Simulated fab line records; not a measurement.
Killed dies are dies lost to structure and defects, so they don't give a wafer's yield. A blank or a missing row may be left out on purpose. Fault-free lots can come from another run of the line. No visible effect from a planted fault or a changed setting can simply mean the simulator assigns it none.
fab line records + flow n5_finfet
record:
- lots: 6
- wafers: 17
- last_day: 19
route steps=1938 shown MIM_BOT_LITHO@1855 MIM_BOT_ETCH@1866
lots untouched by any fault: they come from a run of this same line in which no faults occurred
start_h: the number of hours between the record's first day and the start of the first shown wafer of the lot + wait_h: how many hours have passed since the lot's step before this one + " as in the row above + L1.1+2: one row covering several wafers at once + - either no value or no given start + * or withheld: withheld + < > ~ a bound
route shown NAME@n: a module of which the file shows steps, and the number in the route of the first + usual: mean/standard deviation taken from wafers without a fault + same: alike in all rows + chamber/n: place in a boat + sites: the reading at each site + _std_site: standard deviation of those values + _edge_site: the outer-site mean with the inner-site mean subtracted + radius_mm: for every site, how far away it sits from the centre of the wafer + mask NAME#n: copy n + behind: the most recent tool/chamber to have shaped the wafer + hold: the reason the lot was held/the length of the hold in hours/how it ended + device: the n, p or np transistor that did not switch + end of line: the tests these same wafers got at the end of their route + a step given without rows: its recipe and nothing more + killed: at the first sort, the dies lost to defects and structure; wafer yield is something else + map: the dies of a wafer, with x for killed, . for not killed, _ for no die there
set.NAME: the setting the step ran with; set.NAME@STEP: the setting that earlier step ran with + model.NAME: the simulator's own value behind a step, which no gauge read
lots at some steps of the route; a table a step, a row a wafer
services: the hour from which a tool's chamber was out of use, counted from the record's first day as start_h (under 0 if before that day), plus the number of hours and why
== steps ==
step: N5_MIM_BOT_LITHO_COAT_02
recipe:
- spin_rpm: *
- resist_thk_nm: *
step: N5_MIM_BOT_LITHO_EBR_04
recipe:
- solvent: PGMEA
- ebr_width_mm: 1.5
step: N5_MIM_BOT_LITHO_SOFTBAKE_03
recipe:
- temp_c: 100
- time_s: 90
step: N5_MIM_BOT_LITHO_EXPOSE_05
recipe:
- mask_id: MIM_BOT
- na: 0.55
- source_shape: conventional
- sigma_outer: 0.8
- polarization: unpolarized
- dose_mj: 24.25
step: N5_MIM_BOT_LITHO_PEB_06
recipe:
- peb_temp_c: withheld
- peb_time_s: *
step: N5_MIM_BOT_LITHO_DEVELOP_07
recipe:
- develop_time_s: 60
- rinse_liquid: diw
- dry: air_spin
- dev_temp_c: 21
step: N5_MIM_BOT_LITHO_HARDBAKE_09
recipe:
- temp_c: 130
- time_s: 120
step: N5_MIM_BOT_LITHO_CD_MEAS_08
recipe:
- target_cd_nm: 3000
- landing_energy_ev: 500
- detector: se_inlens
- polarity: opening
usual:
- cd_nm: 3000.0/1.4
| lot.wafer | tool      | chamber | start_h | wait_h | cd_nm  |
|-----------|-----------|---------|---------|--------|--------|
| L670.2    | cd_sem-02 | 0       | 279.59  | -      | 3000.3 |
| L670.3    | "         | 0       | "       | "      | 2999.9 |
| L670.6    | "         | 0       | "       | "      | 3000.3 |
| L677.4    | cd_sem-03 | 0       | 336.93  | -      | 3004.5 |
| L677.6    | "         | 0       | "       | "      | 3003.4 |
| L676.2    | cd_sem-03 | 0       | 341.84  | -      | 3000.0 |
| L676.4    | "         | 0       | "       | "      | 3001.2 |
| L676.5    | "         | 0       | "       | "      | 3000.1 |
| L684.3    | cd_sem-01 | 0       | 380.60  | -      | 2999.9 |
| L684.4    | "         | 0       | "       | "      | 2999.2 |
| L684.6    | "         | 0       | "       | "      | 3000.8 |
| L685.2    | cd_sem-03 | 0       | 385.33  | -      | 2999.7 |
| L685.3    | "         | 0       | "       | "      | 3003.2 |
| L685.6    | "         | 0       | "       | "      | 3002.6 |
| L692.1    | cd_sem-03 | 0       | 437.91  | -      | 2998.7 |
| L692.3    | "         | 0       | "       | "      | 2999.3 |
| L692.5    | "         | 0       | "       | "      | 2998.9 |
step: N5_MIM_BOT_LITHO_OVL_MEAS_11
recipe:
- points_per_wafer: 44
usual:
- MIM_BOT_OVL: 5/7.1
| lot.wafer | tool       | chamber | start_h | wait_h | MIM_BOT_OVL[nm] |
|-----------|------------|---------|---------|--------|-----------------|
| L670.2    | overlay-02 | 0       | 279.62  | 0.0    | 8               |
| L670.3    | "          | 0       | "       | "      | 3               |
| L670.6    | "          | 0       | "       | "      | 17              |
| L677.4    | overlay-02 | 0       | 336.95  | 0.0    | -10             |
| L677.6    | "          | 0       | "       | "      | -3              |
| L676.2    | overlay-02 | 0       | 341.87  | 0.0    | 21              |
| L676.4    | "          | 0       | "       | "      | 20              |
| L676.5    | "          | 0       | "       | "      | 12              |
| L684.3    | overlay-02 | 0       | 380.63  | 0.0    | 6               |
| L684.4    | "          | 0       | "       | "      | 14              |
| L684.6    | "          | 0       | "       | "      | 14              |
| L685.2    | overlay-01 | 0       | 385.36  | 0.0    | 4               |
| L685.3    | "          | 0       | "       | "      | 8               |
| L685.6    | "          | 0       | "       | "      | 8               |
| L692.1    | overlay-02 | 0       | 437.94  | 0.0    | 10              |
| L692.3    | "          | 0       | "       | "      | 10              |
| L692.5    | "          | 0       | "       | "      | 4               |
step: N5_MIM_BOT_LITHO_INSPECT_12
recipe:
- mode: adi
- inspect_instrument: macro
usual:
- raw_defect_count: 2.1/1.5
| lot.wafer | tool              | chamber | start_h | wait_h | raw_defect_count |
|-----------|-------------------|---------|---------|--------|------------------|
| L670.2    | defect_inspect-02 | -       | 279.65  | 0.0    | 3                |
| L670.3    | "                 | -       | "       | "      | 3                |
| L670.6    | "                 | -       | "       | "      | 2                |
| L677.4    | defect_inspect-02 | -       | 336.98  | 0.0    | 1                |
| L677.6    | "                 | -       | "       | "      | 1                |
| L676.2    | defect_inspect-02 | -       | 341.89  | 0.0    | 2                |
| L676.4    | "                 | -       | "       | "      | 0                |
| L676.5    | "                 | -       | "       | "      | 3                |
| L684.3    | defect_inspect-01 | -       | 380.66  | 0.0    | 0                |
| L684.4    | "                 | -       | "       | "      | 6                |
| L684.6    | "                 | -       | "       | "      | 4                |
| L685.2    | defect_inspect-01 | -       | 385.39  | 0.0    | 2                |
| L685.3    | "                 | -       | "       | "      | 1                |
| L685.6    | "                 | -       | "       | "      | 3                |
| L692.1    | defect_inspect-02 | -       | 437.96  | 0.0    | 2                |
| L692.3    | "                 | -       | "       | "      | 3                |
| L692.5    | "                 | -       | "       | "      | 3                |
step: N5_MIM_BOT_LITHO_DESCUM_10
recipe:
- chemistry: O2
- time_s: 7.9
- source_power_w: 50
- bias_power_w: 20
- pressure_mtorr: 20
- rf_frequency_hz: 2.712e+07
- temp_c: 40
- o2_flow_sccm: 225
usual:
- drypump_motor_current_A: 5.9/0.37
- oes_product_au: 0.80/0.081
- rf_vpp_V: 243.5/1.7
- showerhead_plenum_p_Torr: 2.11/0.1
- throttle_valve_pct: 20.34/0.17
| lot.wafer | tool        | chamber | start_h | wait_h | drypump_motor_current_A | oes_product_au | rf_hours_counter_h | rf_vpp_V | showerhead_plenum_p_Torr | throttle_valve_pct |
|-----------|-------------|---------|---------|--------|-------------------------|----------------|--------------------|----------|--------------------------|--------------------|
| L670.2    | rie_diel-02 | 3       | 279.71  | 0.1    | 5.9                     | 0.70           | 223                | 244.1    | 2.15                     | 20.28              |
| L670.3    | "           | 2       | "       | "      | 6.4                     | 0.92           | 23                 | 243.1    | 2.04                     | 20.21              |
| L670.6    | "           | 1       | "       | "      | 5.5                     | 0.77           | -                  | 244.5    | 2.19                     | 20.38              |
| L677.4    | rie_diel-02 | 2       | 337.01  | 0.0    | 6.4                     | 0.89           | 43                 | 243.8    | 2.04                     | 20.24              |
| L677.6    | "           | 0       | "       | "      | 5.3                     | 0.79           | -                  | 245.2    | 2.20                     | 20.25              |
| L676.2    | rie_diel-05 | 2       | 341.93  | 0.0    | 5.8                     | 0.82           | 67                 | 246.1    | 2.21                     | 20.37              |
| L676.4    | "           | 1       | "       | "      | 5.4                     | 0.71           | -                  | 240.8    | 1.90                     | 20.60              |
| L676.5    | "           | 2       | "       | "      | 5.8                     | 0.82           | -                  | 243.8    | 2.21                     | 20.36              |
| L684.3    | rie_diel-05 | 0       | 380.69  | 0.0    | 5.5                     | 0.70           | 231                | 245.2    | 2.15                     | 20.32              |
| L684.4    | "           | 2       | "       | "      | 5.8                     | 0.79           | 84                 | 246.5    | 2.21                     | 20.39              |
| L684.6    | "           | 3       | "       | "      | 6.3                     | 0.86           | -                  | 244.7    | 2.13                     | 20.34              |
| L685.2    | rie_diel-04 | 0       | 385.42  | 0.0    | 6.4                     | 0.80           | 120                | 243.3    | 2.20                     | 20.33              |
| L685.3    | "           | 1       | "       | "      | 6.1                     | 0.92           | 34                 | 245.5    | 2.22                     | 20.00              |
| L685.6    | "           | 3       | "       | "      | 6.1                     | 0.92           | -                  | 242.4    | 2.05                     | 20.09              |
| L692.1    | rie_diel-02 | 0       | 438.03  | 0.1    | 5.3                     | 0.75           | 136                | 244.2    | 2.18                     | 20.31              |
| L692.3    | "           | 2       | "       | "      | 6.4                     | 0.84           | 85                 | 240.7    | 2.02                     | 20.32              |
| L692.5    | "           | 1       | "       | "      | 5.4                     | 0.73           | -                  | 245.0    | 2.17                     | 20.48              |
step: N5_MIM_BOT_ETCH_ETCH_04
recipe:
- chemistry: CF4/O2
- target: SiNx
- target_depth_a: 260
- time_s: 13
- ion_energy_ev: 100
- pressure_mtorr: 40
- source_w: 535
- bias_w: 49
- Ar_flow_sccm: 100
- cf4_flow_sccm: 100
- O2_flow_sccm: 10
usual:
- drypump_motor_current_A: 5.9/0.36
- oes_product_au: 0.80/0.082
- rf_vpp_V: 241.6/1.8
- showerhead_plenum_p_Torr: 2.23/0.098
- throttle_valve_pct: 15.92/0.21
| lot.wafer | tool        | chamber | start_h | wait_h | drypump_motor_current_A | oes_product_au | rf_hours_counter_h | rf_vpp_V | showerhead_plenum_p_Torr | throttle_valve_pct |
|-----------|-------------|---------|---------|--------|-------------------------|----------------|--------------------|----------|--------------------------|--------------------|
| L670.2    | rie_diel-02 | 3       | 279.78  | 0.0    | 5.9                     | 0.70           | 223                | 239.6    | 2.26                     | 15.90              |
| L670.3    | "           | 2       | "       | "      | 6.4                     | 0.93           | 23                 | 245.5    | 2.16                     | 15.76              |
| L670.6    | "           | 1       | "       | "      | 5.5                     | 0.77           | -                  | 242.1    | 2.31                     | 16.00              |
| L677.4    | rie_diel-02 | 2       | 337.07  | 0.0    | 6.3                     | 0.89           | 43                 | 242.2    | 2.15                     | 15.79              |
| L677.6    | "           | 0       | "       | "      | 5.3                     | 0.79           | -                  | 240.4    | 2.31                     | 15.76              |
| L676.2    | rie_diel-05 | 2       | 341.99  | 0.0    | 5.8                     | 0.83           | 67                 | 243.4    | 2.33                     | 15.91              |
| L676.4    | "           | 1       | "       | "      | 5.4                     | 0.71           | -                  | 241.3    | 2.03                     | 16.25              |
| L676.5    | "           | 2       | "       | "      | 5.8                     | 0.82           | -                  | 244.3    | 2.33                     | 15.93              |
| L684.3    | rie_diel-05 | 0       | 380.75  | 0.0    | 5.5                     | 0.70           | 231                | 242.1    | 2.26                     | 15.96              |
| L684.4    | "           | 2       | "       | "      | 5.8                     | 0.81           | 84                 | 244.3    | 2.32                     | 15.95              |
| L684.6    | "           | 3       | "       | "      | 6.3                     | 0.86           | -                  | 240.0    | 2.24                     | 15.83              |
| L685.2    | rie_diel-04 | 0       | 385.48  | 0.0    | 6.4                     | 0.80           | 120                | 239.7    | 2.31                     | 15.86              |
| L685.3    | "           | 1       | "       | "      | 6.1                     | 0.92           | 34                 | 240.9    | 2.33                     | 15.57              |
| L685.6    | "           | 3       | "       | "      | 6.0                     | 0.94           | -                  | 241.1    | 2.16                     | 15.57              |
| L692.1    | rie_diel-02 | 0       | 438.10  | 0.0    | 5.3                     | 0.75           | 136                | 240.0    | 2.29                     | 15.86              |
| L692.3    | "           | 2       | "       | "      | 6.4                     | 0.84           | 85                 | 243.1    | 2.14                     | 15.86              |
| L692.5    | "           | 1       | "       | "      | 5.5                     | 0.72           | -                  | 240.9    | 2.29                     | 16.13              |
step: N5_MIM_BOT_ETCH_ETCH_03
recipe:
- chemistry: Cl2/BCl3
- target_depth_a: 120
- pressure_mtorr: 8
- icp_w: 800
- bias_w: 100
- Cl2_flow_sccm: 20
- bcl3_flow_sccm: 80
usual:
- drypump_motor_current_A: 5.6/0.4
- oes_product_au: 0.77/0.1
- throttle_valve_pct: 27.68/0.29
| lot.wafer | tool         | chamber | start_h | wait_h | drypump_motor_current_A | oes_product_au | rf_hours_counter_h | throttle_valve_pct | model.etch.depth_nm | model.coat_of_MIM_BOT_LITHO_COAT_02.thk_nm | model.MIM_BOT_ETCH.cd_offset_nm |
|-----------|--------------|---------|---------|--------|-------------------------|----------------|--------------------|--------------------|---------------------|--------------------------------------------|---------------------------------|
| L670.2    | rie_metal-01 | 1       | 279.87  | 0.1    | 5.5                     | 0.62           | 110                | 28.14              | 11.78               | *                                          | 0                               |
| L670.3    | "            | 0       | "       | "      | 6.0                     | 0.68           | -                  | 27.49              | 11.92               | *                                          | -0.2                            |
| L670.6    | "            | 0       | "       | "      | 6.0                     | 0.68           | -                  | 27.48              | 12.07               | *                                          | 0                               |
| L677.4    | rie_metal-03 | 0       | 337.19  | 0.1    | 6.2                     | 1.03           | -                  | 27.56              | 18.59               | *                                          | -2.6                            |
| L677.6    | "            | 0       | "       | "      | 6.2                     | 0.78           | -                  | 27.59              | 12.17               | *                                          | -0.2                            |
| L676.2    | rie_metal-03 | 0       | 342.08  | 0.1    | 6.3                     | 0.77           | 40                 | 27.57              | 12.26               | *                                          | -0.4                            |
| L676.4    | "            | 1       | "       | "      | 5.3                     | 1.09           | -                  | 27.40              | 18.18               | *                                          | -2.6                            |
| L676.5    | "            | 0       | "       | "      | 6.3                     | 0.78           | -                  | 27.59              | 12.31               | *                                          | -0.2                            |
| L684.3    | rie_metal-01 | 1       | 380.87  | 0.1    | 5.5                     | 0.94           | -                  | 27.90              | 12.05               | *                                          | -0.2                            |
| L684.4    | "            | 0       | "       | "      | 5.9                     | 0.67           | -                  | 27.52              | 12.15               | *                                          | 0                               |
| L684.6    | "            | 0       | "       | "      | 6.0                     | 0.66           | -                  | 27.49              | 12.04               | *                                          | 0                               |
| L685.2    | rie_metal-02 | 1       | 385.57  | 0.1    | 5.1                     | 0.71           | 61                 | 28.05              | 11.8                | *                                          | 0                               |
| L685.3    | "            | 1       | "       | "      | 5.1                     | 0.71           | -                  | 28.05              | 11.87               | *                                          | -0.2                            |
| L685.6    | "            | 0       | "       | "      | 5.4                     | 0.98           | -                  | 27.31              | 12.42               | *                                          | 0                               |
| L692.1    | rie_metal-03 | 0       | 438.19  | 0.1    | 6.2                     | 0.75           | 51                 | 27.59              | 12.32               | *                                          | -0.4                            |
| L692.3    | "            | 1       | "       | "      | 5.3                     | 0.79           | -                  | 27.44              | 11.92               | *                                          | 0                               |
| L692.5    | "            | 1       | "       | "      | 5.3                     | 0.79           | -                  | 27.42              | 11.8                | *                                          | -0.2                            |
step: N5_MIM_BOT_ETCH_ETCH_00
recipe:
- chemistry: Cl2/BCl3
- target: TiN
- target_depth_a: 455
- ion_energy_ev: 150
- pressure_mtorr: 10
- icp_w: 1000
- bias_w: 126
- Cl2_flow_sccm: 53.25
- bcl3_flow_sccm: 21.75
- Ar_flow_sccm: 25
usual:
- drypump_motor_current_A: 5.6/0.41
- oes_product_au: 0.78/0.1
- throttle_valve_pct: 22.07/0.25
| lot.wafer | tool         | chamber | start_h | wait_h | drypump_motor_current_A | oes_product_au | rf_hours_counter_h | throttle_valve_pct | model.coat_of_MIM_BOT_LITHO_COAT_02.thk_nm | model.MIM_BOT_ETCH.cd_offset_nm |
|-----------|--------------|---------|---------|--------|-------------------------|----------------|--------------------|--------------------|--------------------------------------------|---------------------------------|
| L670.2    | rie_metal-01 | 1       | 279.96  | 0.1    | 5.5                     | 0.62           | 110                | 22.50              | *                                          | 0                               |
| L670.3    | "            | 0       | "       | "      | 6.0                     | 0.69           | -                  | 21.95              | *                                          | -0.2                            |
| L670.6    | "            | 0       | "       | "      | 6.0                     | 0.68           | -                  | 21.93              | *                                          | -0.2                            |
| L677.4    | rie_metal-03 | 0       | 337.29  | 0.1    | 6.3                     | 0.77           | -                  | 21.96              | *                                          | -2.6                            |
| L677.6    | "            | 0       | "       | "      | 6.3                     | 0.78           | -                  | 21.94              | *                                          | -0.2                            |
| L676.2    | rie_metal-03 | 0       | 342.17  | 0.1    | 6.3                     | 0.78           | 40                 | 21.97              | *                                          | -0.2                            |
| L676.4    | "            | 1       | "       | "      | 5.3                     | 0.83           | -                  | 21.88              | *                                          | -2.8                            |
| L676.5    | "            | 0       | "       | "      | 6.3                     | 0.77           | -                  | 21.96              | *                                          | -0.2                            |
| L684.3    | rie_metal-01 | 1       | 380.97  | 0.1    | 5.5                     | 0.92           | -                  | 22.24              | *                                          | -0.2                            |
| L684.4    | "            | 0       | "       | "      | 6.0                     | 0.66           | -                  | 21.99              | *                                          | 0                               |
| L684.6    | "            | 0       | "       | "      | 6.0                     | 0.66           | -                  | 21.98              | *                                          | 0                               |
| L685.2    | rie_metal-02 | 1       | 385.66  | 0.1    | 5.1                     | 0.72           | 61                 | 22.42              | *                                          | 0                               |
| L685.3    | "            | 1       | "       | "      | 5.1                     | 0.72           | -                  | 22.40              | *                                          | 0                               |
| L685.6    | "            | 0       | "       | "      | 5.4                     | 0.99           | -                  | 21.63              | *                                          | 0.2                             |
| L692.1    | rie_metal-03 | 0       | 438.28  | 0.1    | 6.3                     | 0.75           | 51                 | 21.96              | *                                          | -0.2                            |
| L692.3    | "            | 1       | "       | "      | 5.3                     | 0.78           | -                  | 21.90              | *                                          | 0                               |
| L692.5    | "            | 1       | "       | "      | 5.3                     | 0.78           | -                  | 21.89              | *                                          | -0.2                            |
step: N5_MIM_BOT_ETCH_STRIP_01
recipe:
- chemistry: O2
- power_w: 600
- temp_c: 60
- pressure_mtorr: 30
- rf_frequency_hz: 6e+07
- bias_power_w: 0
- overash_fraction: 0.5
- o2_flow_sccm: 225
usual:
- drypump_motor_current_A: 5.9/0.38
- oes_product_au: 0.80/0.079
- rf_vpp_V: 3.6/1.4
- showerhead_plenum_p_Torr: 2.12/0.098
- throttle_valve_pct: 16.59/0.17
same:
- overash_fraction: 0.5
| lot.wafer | tool        | chamber | start_h | wait_h | drypump_motor_current_A | oes_product_au | rf_hours_counter_h | rf_vpp_V | showerhead_plenum_p_Torr | throttle_valve_pct |
|-----------|-------------|---------|---------|--------|-------------------------|----------------|--------------------|----------|--------------------------|--------------------|
| L670.2    | rie_diel-04 | 3       | 280.18  | 0.2    | 6.0                     | 0.69           | 236                | 4.4      | 2.07                     | 16.69              |
| L670.3    | "           | 0       | "       | "      | 6.4                     | 0.85           | 81                 | 2.1      | 2.22                     | 16.52              |
| L670.6    | "           | 2       | "       | "      | 6.1                     | 0.81           | -                  | 2.5      | 2.02                     | 16.77              |
| L677.4    | rie_diel-04 | 1       | 337.39  | 0.1    | 6.1                     | 0.96           | 18                 | 1.8      | 2.22                     | 16.23              |
| L677.6    | "           | 0       | "       | "      | 6.4                     | 0.80           | -                  | 2.5      | 2.21                     | 16.52              |
| L676.2    | rie_diel-05 | 1       | 342.31  | 0.1    | 5.4                     | 0.72           | 192                | 4.9      | 1.91                     | 16.83              |
| L676.4    | "           | 0       | "       | "      | 5.5                     | 0.72           | -                  | 4.1      | 2.16                     | 16.62              |
| L676.5    | "           | 1       | "       | "      | 5.4                     | 0.71           | -                  | 4.6      | 1.91                     | 16.87              |
| L684.3    | rie_diel-02 | 0       | 381.07  | 0.1    | 5.3                     | 0.77           | 110                | 3.8      | 2.20                     | 16.46              |
| L684.4    | "           | 0       | "       | "      | 5.3                     | 0.76           | -                  | 3.0      | 2.20                     | 16.49              |
| L684.6    | "           | 2       | "       | "      | 6.4                     | 0.87           | -                  | 5.8      | 2.04                     | 16.52              |
| L685.2    | rie_diel-04 | 1       | 385.80  | 0.1    | 6.1                     | 0.91           | 34                 | 1.6      | 2.22                     | 16.29              |
| L685.3    | "           | 0       | "       | "      | 6.4                     | 0.78           | 120                | 4.6      | 2.21                     | 16.58              |
| L685.6    | "           | 1       | "       | "      | 6.1                     | 0.93           | -                  | 5.0      | 2.22                     | 16.22              |
| L692.1    | rie_diel-02 | 2       | 438.51  | 0.2    | 6.4                     | 0.84           | 85                 | 4.1      | 2.03                     | 16.56              |
| L692.3    | "           | 0       | "       | "      | 5.3                     | 0.75           | 136                | 5.9      | 2.19                     | 16.56              |
| L692.5    | "           | 2       | "       | "      | 6.4                     | 0.84           | -                  | 2.6      | 2.03                     | 16.50              |
== services ==
| tool         | chamber | start_h | hours | kind                          |
|--------------|---------|---------|-------|-------------------------------|
| rie_diel-05  | 0       | 267.67  | 7.6   | repair                        |
| rie_diel-04  | 1       | 277.22  | -     | clean                         |
| rie_diel-04  | 1       | 277.22  | -     | consumable_replace:focus_ring |
| rie_diel-04  | 1       | 277.22  | -     | consumable_replace:showerhead |
| rie_diel-04  | 1       | 277.22  | 13.6  | scheduled_down                |
| rie_diel-04  | 1       | 277.22  | 13.6  | vent_cycle                    |
| rie_diel-02  | 3       | 321.37  | 8.5   | repair                        |
| rie_diel-04  | 3       | 323.22  | -     | clean                         |
| rie_diel-04  | 3       | 323.22  | -     | consumable_replace:focus_ring |
| rie_diel-04  | 3       | 323.22  | 13.6  | scheduled_down                |
| rie_diel-04  | 3       | 323.22  | 13.6  | vent_cycle                    |
| rie_metal-01 | 1       | 330.56  | 9.9   | repair                        |
| rie_metal-02 | 0       | 332.36  | 2.5   | repair                        |
| rie_diel-05  | 3       | 337.33  | 15.2  | repair                        |
| rie_diel-02  | 1       | 356.92  | 13.5  | repair                        |
| rie_metal-02 | 0       | 360.08  | -     | clean                         |
| rie_metal-03 | -       | 379.17  | 0.5   | repair                        |
| rie_metal-01 | 0       | 384.05  | -     | clean                         |
| rie_metal-01 | 0       | 384.05  | 29.3  | scheduled_down                |
| rie_metal-01 | 0       | 384.05  | 29.3  | vent_cycle                    |
| rie_diel-04  | 0       | 404.31  | 19.7  | repair                        |
| rie_diel-05  | 0       | 431.98  | -     | clean                         |
| rie_diel-05  | 0       | 431.98  | -     | consumable_replace:esc        |
| rie_diel-05  | 0       | 431.98  | -     | consumable_replace:focus_ring |
== key ==
first_sign:
- step: N5_MIM_BOT_ETCH_ETCH_03
- reading: oes_product_au
- direction: up
- sigmas: 2.9
- usual: 0.77
- struck: 1.06
effect none on later readings
model_effect:
- step: N5_MIM_BOT_ETCH_ETCH_03
- value: etch.depth_nm
- without: 12.07
- struck: 18.39
model_effect:
- step: N5_MIM_BOT_ETCH_ETCH_00
- value: coat_of_MIM_BOT_LITHO_COAT_02.thk_nm
- without: *
- struck: *
met_at N5_MIM_BOT_ETCH_ETCH_03
struck_wafers L676.4,L677.4
fault:
- kind: process_parameter_drift
- tool: rie_metal-03
- chamber: -
- onset_h: 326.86
- steps: N5_MIM_BOT_ETCH_ETCH_03
- channel: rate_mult
- offset: 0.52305
- shape: step
- end_h: 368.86
- scope: struck_wafers_only
